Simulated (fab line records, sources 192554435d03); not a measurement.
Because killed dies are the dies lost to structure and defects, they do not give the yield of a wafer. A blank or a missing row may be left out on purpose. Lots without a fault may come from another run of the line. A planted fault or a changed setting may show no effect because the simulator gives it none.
3 desks looking at one fault	flow n5_finfet	what lay behind the numbers comes last; until then each desk has only its own

## TOOL OWNER'S DESK, rie_diel-04
The tool's own readings at N5_BEOL_M2_ETCH_64 (etches SOC in N2/H2, target depth 75 nm, overetch 22.5 nm, time 121.9 s): means of the sampled wafers that have a number, for each lot that ran on this tool. Any lot whose mean is over 4 standard deviations away from the usual mean is out of limits and marked OUT; that distance is given in the brackets.
Columns: A = drypump_motor_current_A at N5_BEOL_M2_ETCH_64, usual 5.7 A; B = oes_product_au at N5_BEOL_M2_ETCH_64, usual 0.61 a.u.; C = rf_fwd_power_W at N5_BEOL_M2_ETCH_64, usual 837.2 W; D = rf_vpp_V at N5_BEOL_M2_ETCH_64, usual 523.1 V; E = showerhead_plenum_p_Torr at N5_BEOL_M2_ETCH_64, usual 2.52 Torr; F = throttle_valve_pct at N5_BEOL_M2_ETCH_64, usual 17.77 %
lot	first seen here	A	B	C	D	E	F
L947	day 7 00:49	5.2	0.65	838.8	523.8	2.54	17.70
L949	day 7 14:03	5.4	0.67	836.2	524.8	2.55	17.55
L954	day 8 17:44	5.4	0.70	833.6	523.9	2.53	17.57
L959	day 10 01:31	5.1	0.64	832.9	523.7	2.52	17.83
L969	day 12 07:40	5.3	0.63	840.4	524.6	2.56	17.62
This desk's finding: nothing out of limits on any of the 5 lots.

## METROLOGY DESK
What the gauges read for every lot (on any tool): the sampled wafers with a number, averaged. Any lot whose mean is over 4 standard deviations away from the usual mean is out of limits and marked OUT; that distance is given in the brackets. Readings shown: 7 of its 12, picked as those furthest out on some lot.
Columns: A = M2_OVL at N5_BEOL_M2_OVL_MEAS_12, usual -0.4 nm; B = DIBL_N at N5_BEOL_M4_RC_MEAS_101, usual 36.0 mV/V; C = DIBL_P at N5_BEOL_M4_RC_MEAS_101, usual 36.2 mV/V; D = IOFF_N at N5_BEOL_M4_RC_MEAS_101, usual 0.16 nA/um; E = SS_N at N5_BEOL_M4_RC_MEAS_101, usual 71.6 mV/dec; F = VT_N at N5_BEOL_M4_RC_MEAS_101, usual 250 mV; G = VT_P at N5_BEOL_M4_RC_MEAS_101, usual -251 mV
lot	first seen here	A	B	C	D	E	F	G
L947	day 7 00:08	0.8	35.1	35.6	0.15	71.3	251	-249
L949	day 7 13:34	-1.0	38.5	38.8	0.21	72.7	250	-249
L954	day 8 17:32	0.6	37.0	36.4	0.15	71.7	252	-254
L959	day 10 01:18	-0.7	36.1	37.8	0.18	71.5	248	-248
L963	day 11 11:01	-0.9	34.9	34.8	0.13	71.1	254	-253
L969	day 12 07:28	-0.3	35.4	34.8	0.14	71.6	253	-253
This desk's finding: nothing out of limits on any of the 6 lots.

## THE DEFECT DESK
Counts from the inspections along the route, per lot, as means over the sampled wafers that have a number. Any lot whose mean is over 4 standard deviations away from the usual mean is out of limits and marked OUT; that distance is given in the brackets.
Columns: A = raw_defect_count at N5_BEOL_M2_INSPECT_13, usual 439
lot	first seen here	A
L947	day 7 00:13	459
L949	day 7 13:39	503
L954	day 8 17:38	296
L959	day 10 01:23	350
L963	day 11 11:07	479
L969	day 12 07:32	454
This desk's finding: nothing out of limits on any of the 6 lots.

## TAKEN TOGETHER
The tool owner's desk saw nothing out of limits.
Metrology desk: nothing out of limits seen.
Nothing the defect desk looked at was out of limits.

## WHAT THE SIMULATOR PUT IN
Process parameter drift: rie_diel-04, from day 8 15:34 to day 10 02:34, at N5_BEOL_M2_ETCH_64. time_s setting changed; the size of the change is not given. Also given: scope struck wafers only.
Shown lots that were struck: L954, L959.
